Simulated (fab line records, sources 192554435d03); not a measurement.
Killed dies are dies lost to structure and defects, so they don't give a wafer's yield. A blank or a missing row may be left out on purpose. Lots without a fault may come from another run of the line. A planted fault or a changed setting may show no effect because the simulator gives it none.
Chamber matching | flow n5_finfet | N5_BEOL_M4_ETCH_74 on rie_diel-06: 4 sister chambers
The step etches underlayer in N2/H2, target depth 6.5 nm, time 5.2 s. 4 wafers are shown with their chamber, then 12 later ones without.

WAFERS WITH THEIR CHAMBER
wafer  | chamber | showerhead_plenum_p_Torr (Torr)
L087.2 | 3       | 2.51
L090.2 | 0       | 2.51
L090.5 | 1       | 2.59
L090.6 | 2       | 2.47

WAFERS WITHOUT THEIR CHAMBER
wafer  | showerhead_plenum_p_Torr (Torr)
L093.3 | 2.59
L093.4 | 2.46
L093.6 | 2.47
L095.1 | 2.58
L095.2 | 2.50
L095.4 | 2.51
L096.2 | 2.51
L096.4 | 2.58
L096.5 | 2.46
L097.1 | 2.58
L097.2 | 2.50
L097.5 | 2.58

WHICH CHAMBER EACH WENT THROUGH
wafer  | from the rows above     | in truth
L093.3 | 1                       | 1
L093.4 | 2                       | 2
L093.6 | 2                       | 2
L095.1 | 1                       | 1
L095.2 | can't be placed: 0 or 3 | 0
L095.4 | can't be placed: 0 or 3 | 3
L096.2 | can't be placed: 0 or 3 | 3
L096.4 | 1                       | 1
L096.5 | 2                       | 2
L097.1 | 1                       | 1
L097.2 | can't be placed: 0 or 3 | 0
L097.5 | 1                       | 1
Placed correctly: 8 of 12. Can't be placed from these rows: 4 (the true chamber is among the candidates in 4). Placed wrongly: 0.
How it was worked out, from the rows above alone: a wafer's distance from a chamber is the root of the sum, over the readings, of the square of ((its reading less the chamber's mean) divided by the reading's scatter). The wafer belongs to the nearest chamber; if the next one is less than 2 further off, it can't be placed. A chamber's mean is the mean of its shown wafers. The scatter: with one shown wafer a chamber, the root of the mean of the squares of how far each hidden wafer lies from its nearest shown one.
